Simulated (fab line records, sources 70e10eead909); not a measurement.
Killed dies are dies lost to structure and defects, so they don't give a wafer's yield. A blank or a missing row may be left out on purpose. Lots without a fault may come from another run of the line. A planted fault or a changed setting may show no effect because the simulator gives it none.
Chamber matching | flow nand_harc | NHARC_A_CONTACT_ETCH_90 on rie_diel-13: 4 sister chambers
The step etches the open film in CH3F/O2, target depth 40 nm, time 85.7 s. 17 wafers are shown with their chamber, then 8 later ones without.

WAFERS WITH THEIR CHAMBER
wafer  | chamber | rf_vpp_V (V) | run_length_s (s) | throttle_valve_pct (%)
L186.2 | 0       | 244.3        | 106.5            | 20.657
L186.3 | 2       | 246.2        | 106.5            | 20.666
L186.4 | 1       | 243.3        | 106.9            | 20.652
L188.3 | 1       | 243.5        | 107.1            | 20.661
L188.4 | 0       | 242.5        | 106.9            | 20.649
L188.5 | 0       | 243.4        | 107.1            | 20.658
L190.2 | 1       | 243.2        | 107.8            | 20.665
L190.4 | 0       | 244.9        | 107.2            | 20.653
L190.5 | 2       | 246.3        | 107.0            | 20.652
L191.3 | 0       | 243.4        | 106.8            | 20.656
L191.4 | 1       | 243.9        | 106.8            | 20.666
L191.6 | 2       | 245.1        | 106.7            | 20.659
L192.1 | 3       | 243.4        | 107.1            | 20.655
L192.4 | 1       | 243.6        | 107.0            | 20.679
L192.5 | 1       | 244.6        | 106.8            | 20.673
L194.1 | 0       | 242.7        | 106.7            | 20.673
L194.3 | 3       | 245.7        | 107.1            | 20.668

SIGNATURES (means of the wafers above)
reading            | chamber 0 | chamber 1 | chamber 2 | chamber 3 | scatter within a chamber
rf_vpp_V           | 243.533   | 243.683   | 245.867   | 244.550   | 0.836
run_length_s       | 106.867   | 107.067   | 106.733   | 107.100   | 0.3
throttle_valve_pct | 20.65767  | 20.66600  | 20.65900  | 20.66150  | 0.00858
Rule: a wafer's distance from a chamber is the root of the sum, over the readings, of the square of ((its reading less the chamber's mean) divided by the reading's scatter). The wafer belongs to the nearest chamber; if the next one is less than 2 further off, it can't be placed. The scatter: the root of (the sum of the squares of (reading less its chamber's mean) over the shown wafers, divided by (wafers less chambers)).

WAFERS WITHOUT THEIR CHAMBER
wafer  | rf_vpp_V (V) | run_length_s (s) | throttle_valve_pct (%)
L194.4 | 246.0        | 106.9            | 20.667
L193.2 | 245.0        | 106.9            | 20.653
L193.3 | 243.8        | 106.5            | 20.656
L193.5 | 245.8        | 106.4            | 20.665
L200.3 | 245.9        | 106.4            | 20.675
L200.6 | 244.5        | 106.9            | 20.672
L201.1 | 242.8        | 106.7            | 20.674
L201.3 | 242.6        | 107.2            | 20.670

WHICH CHAMBER EACH WENT THROUGH
wafer  | from the rows above               | in truth
L194.4 | can't be placed: 2 or 3 or 1      | 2
L193.2 | can't be placed: 3 or 2 or 0 or 1 | 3
L193.3 | can't be placed: 0 or 1 or 3 or 2 | 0
L193.5 | can't be placed: 2 or 3 or 0      | 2
L200.3 | can't be placed: 2 or 3 or 1 or 0 | 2
L200.6 | can't be placed: 1 or 3 or 0 or 2 | 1
L201.1 | can't be placed: 1 or 0 or 3      | 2
L201.3 | can't be placed: 1 or 0 or 3      | 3
Placed correctly: 0 of 8. Can't be placed from these rows: 8 (the true chamber is among the candidates in 7). Placed wrongly: 0.
